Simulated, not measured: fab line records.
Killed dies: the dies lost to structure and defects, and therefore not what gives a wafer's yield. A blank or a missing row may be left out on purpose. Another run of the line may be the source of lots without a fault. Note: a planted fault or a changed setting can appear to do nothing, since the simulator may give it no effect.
Matching of chambers ; flow n5_finfet ; ald_hk-02 running N5_HKMG_FIN_ALD_75: 4 sister chambers
The step deposits Al2O3, target thk 1 nm, co reactant pulse time 1 s. 16 wafers are shown with their chamber, then 8 later ones without.

== EACH WAFER AND ITS CHAMBER ==
wafer;chamber;heater_power_w (W);susceptor_temp_C (C);precursor_pulse_height_rel
L074.3;1;141;149.86;0.993
L074.4;3;167;150.06;0.998
L074.5;0;155;149.66;0.986
L077.1;1;144;150.08;1.002
L077.3;0;148;149.72;1.006
L077.6;2;135;150.00;1.028
L078.1;0;155;149.90;1.004
L078.5;0;151;150.06;0.995
L078.6;3;166;149.97;1.006
L085.2;1;149;150.14;0.981
L085.3;2;142;150.19;1.003
L085.6;3;173;149.86;0.988
L089.2;1;146;149.94;1.019
L089.5;2;141;149.95;1.004
L089.6;3;175;149.92;1.003
L090.2;2;137;149.92;0.973

SIGNATURES, as means of the wafers listed above
reading;chamber 0;chamber 1;chamber 2;chamber 3;scatter within a chamber
heater_power_w;152.25;145.00;138.75;170.25;3.65
susceptor_temp_C;149.8350;150.0050;150.0150;149.9525;0.133
precursor_pulse_height_rel;0.99775;0.99875;1.00200;0.99875;0.0151
Rule: a wafer's distance from a chamber is the root of the sum, over the readings, of the square of ((its reading less the chamber's mean) divided by the reading's scatter). If the next closest chamber is less than 2 further off than the closest, the wafer can't be placed; otherwise it belongs to the closest. The scatter: the root of (the sum of the squares of (reading less its chamber's mean) over the shown wafers, divided by (wafers less chambers)).

== WAFERS WHOSE CHAMBER IS MISSING ==
wafer;heater_power_w (W);susceptor_temp_C (C);precursor_pulse_height_rel
L090.3;148;149.98;0.985
L090.5;154;150.05;1.036
L094.2;143;149.90;0.980
L094.4;170;150.08;1.010
L094.6;140;149.98;1.015
L096.1;170;149.94;0.998
L096.5;170;150.03;1.015
L096.6;139;149.86;1.009

== CHAMBER TAKEN BY EACH ==
wafer;from the rows above;in truth
L090.3;can't be placed: 1 or 0 or 2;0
L090.5;can't be placed: 0 or 1 or 2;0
L094.2;can't be placed: 1 or 2 or 0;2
L094.4;3;3
L094.6;can't be placed: 2 or 1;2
L096.1;3;3
L096.5;3;3
L096.6;can't be placed: 2 or 1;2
Correct placement for 3 of the 8. Can't be placed from these rows: 5 (the true chamber is among the candidates in 5). Wrongly placed: 0.
